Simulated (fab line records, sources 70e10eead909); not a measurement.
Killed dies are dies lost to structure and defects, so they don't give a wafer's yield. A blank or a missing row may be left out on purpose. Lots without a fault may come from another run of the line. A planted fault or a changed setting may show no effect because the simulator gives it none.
Chamber matching | flow nand_harc | NHARC_A_STAIRCASE_DESCUM_11 on rie_diel-06: 4 sister chambers
The step chemistry O2, time 3 s. 7 wafers are shown with their chamber, then 7 later ones without.

WAFERS WITH THEIR CHAMBER
wafer  | chamber | showerhead_plenum_p_Torr (Torr) | drypump_motor_current_A (A)
L076.5 | 2       | 1.93                            | 5.0
L076.6 | 1       | 1.97                            | 5.8
L083.2 | 0       | 1.87                            | 5.7
L083.5 | 0       | 1.88                            | 5.7
L083.6 | 3       | 1.83                            | 5.9
L088.2 | 2       | 1.92                            | 5.1
L088.4 | 3       | 1.82                            | 5.9

WAFERS WITHOUT THEIR CHAMBER
wafer  | showerhead_plenum_p_Torr (Torr) | drypump_motor_current_A (A)
L088.5 | 1.95                            | 5.8
L090.1 | 1.87                            | 5.8
L090.2 | 1.95                            | 5.7
L090.3 | 1.82                            | 5.9
L095.1 | 1.95                            | 5.8
L095.2 | 1.82                            | 5.9
L095.4 | 1.91                            | 5.0

WHICH CHAMBER EACH WENT THROUGH
wafer  | from the rows above | in truth
L088.5 | 1                   | 1
L090.1 | 0                   | 0
L090.2 | 1                   | 1
L090.3 | 3                   | 3
L095.1 | 1                   | 1
L095.2 | 3                   | 3
L095.4 | 2                   | 2
Placed correctly: 7 of 7. Can't be placed from these rows: 0. Placed wrongly: 0.
How it was worked out, from the rows above alone: a wafer's distance from a chamber is the root of the sum, over the readings, of the square of ((its reading less the chamber's mean) divided by the reading's scatter). The wafer belongs to the nearest chamber; if the next one is less than 2 further off, it can't be placed. A chamber's mean is the mean of its shown wafers. The scatter: the root of (the sum of the squares of (reading less its chamber's mean) over the shown wafers, divided by (wafers less chambers)).
